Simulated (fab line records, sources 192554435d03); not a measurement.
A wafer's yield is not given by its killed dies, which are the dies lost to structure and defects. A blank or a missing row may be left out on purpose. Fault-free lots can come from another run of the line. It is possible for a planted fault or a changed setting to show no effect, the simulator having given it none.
Chamber matching + flow n5Finfet + aldSin-03 running N5_GATE_CUT_SAC_CAP_01: 4 sister chambers
The step material SiNx, target thk 24 nm, pulse time 1 s, ald cycles 480. 8 wafers are shown with their chamber, then 7 later ones without.

== WAFERS, EACH WITH ITS CHAMBER ==
| wafer  | chamber | heaterPowerW (W) | precursorPulseHeightRel |
|--------|---------|------------------|-------------------------|
| L080.1 | 0       | 804              | 1.016                   |
| L085.2 | 0       | 797              | 1.015                   |
| L085.4 | 3       | 934              | 0.985                   |
| L088.1 | 1       | 813              | 0.961                   |
| L088.3 | 3       | 933              | 0.999                   |
| L088.4 | 2       | 797              | 0.997                   |
| L094.2 | 1       | 792              | 1.003                   |
| L094.5 | 2       | 779              | 0.992                   |

== WAFERS WITH NO CHAMBER GIVEN ==
| wafer  | heaterPowerW (W) | precursorPulseHeightRel |
|--------|------------------|-------------------------|
| L094.6 | 957              | 0.991                   |
| L095.1 | 799              | 1.017                   |
| L095.2 | 815              | 1.020                   |
| L095.3 | 791              | 1.002                   |
| L097.1 | 924              | 1.021                   |
| L097.3 | 807              | 0.985                   |
| L097.5 | 774              | 0.998                   |

== THE CHAMBER EACH PASSED THROUGH ==
| wafer  | from the rows above          | in truth |
|--------|------------------------------|----------|
| L094.6 | 3                            | 3        |
| L095.1 | can't be placed: 0 or 2      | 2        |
| L095.2 | can't be placed: 0 or 1 or 2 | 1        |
| L095.3 | can't be placed: 2 or 0 or 1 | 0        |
| L097.1 | 3                            | 3        |
| L097.3 | can't be placed: 1 or 2 or 0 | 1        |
| L097.5 | can't be placed: 2 or 0 or 1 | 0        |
Correct placement for 2 of the 7. Unplaceable from these rows: 5, with the true chamber sitting among the candidates in 5. 0 placed wrongly.
How it was worked out, from the rows above alone: a wafer's distance from a chamber is the root of the sum, over the readings, of the square of ((its reading less the chamber's mean) divided by the reading's scatter). If the next closest chamber is less than 2 further off than the closest, the wafer can't be placed; otherwise it belongs to the closest. A chamber's mean is the mean of its shown wafers. How the scatter is found: for the shown wafers, subtract from each reading the mean of its chamber, square and add these, divide the total by (wafers less chambers), then take the root.
